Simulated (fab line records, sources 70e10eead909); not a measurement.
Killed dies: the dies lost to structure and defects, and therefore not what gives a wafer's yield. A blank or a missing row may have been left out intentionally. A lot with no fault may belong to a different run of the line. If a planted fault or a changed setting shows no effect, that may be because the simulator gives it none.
Matching of chambers + flow nand harc + NHARC_A_STAIRCASE_TRIM_187 on rie diel-13: 4 sister chambers
The step chemistry O2, time 211.2 s. 4 wafers are shown with their chamber, then 9 later ones without.

== WAFERS, EACH WITH ITS CHAMBER ==
| wafer  | chamber | showerhead plenum p Torr (Torr) |
|--------|---------|---------------------------------|
| L088.4 | 0       | 3.37                            |
| L085.3 | 3       | 3.57                            |
| L085.4 | 2       | 3.39                            |
| L085.5 | 1       | 3.54                            |

== WAFERS WITHOUT THEIR CHAMBER ==
| wafer  | showerhead plenum p Torr (Torr) |
|--------|---------------------------------|
| L090.2 | 3.57                            |
| L090.4 | 3.54                            |
| L090.6 | 3.39                            |
| L091.1 | 3.39                            |
| L091.2 | 3.57                            |
| L091.6 | 3.36                            |
| L096.3 | 3.36                            |
| L096.4 | 3.56                            |
| L096.5 | 3.53                            |

== WHICH CHAMBER EACH ONE RAN IN ==
| wafer  | from the rows above     | in truth |
|--------|-------------------------|----------|
| L090.2 | 3                       | 3        |
| L090.4 | 1                       | 1        |
| L090.6 | 2                       | 2        |
| L091.1 | 2                       | 2        |
| L091.2 | 3                       | 3        |
| L091.6 | 0                       | 0        |
| L096.3 | 0                       | 0        |
| L096.4 | can't be placed: 3 or 1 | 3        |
| L096.5 | 1                       | 1        |
Placed correctly: 8 of 9. Can't be placed from these rows: 1 (the true chamber is among the candidates in 1). Wrongly placed: 0.
How it was worked out, from the rows above alone: a wafer's distance from a chamber is the root of the sum, over the readings, of the square of ((its reading less the chamber's mean) divided by the reading's scatter). The wafer belongs to the nearest chamber; if the next one is less than 2 further off, it can't be placed. A chamber's mean is the mean of its shown wafers. The scatter: root of mean squared gap, hidden wafer to nearest shown wafer, with one shown wafer a chamber.
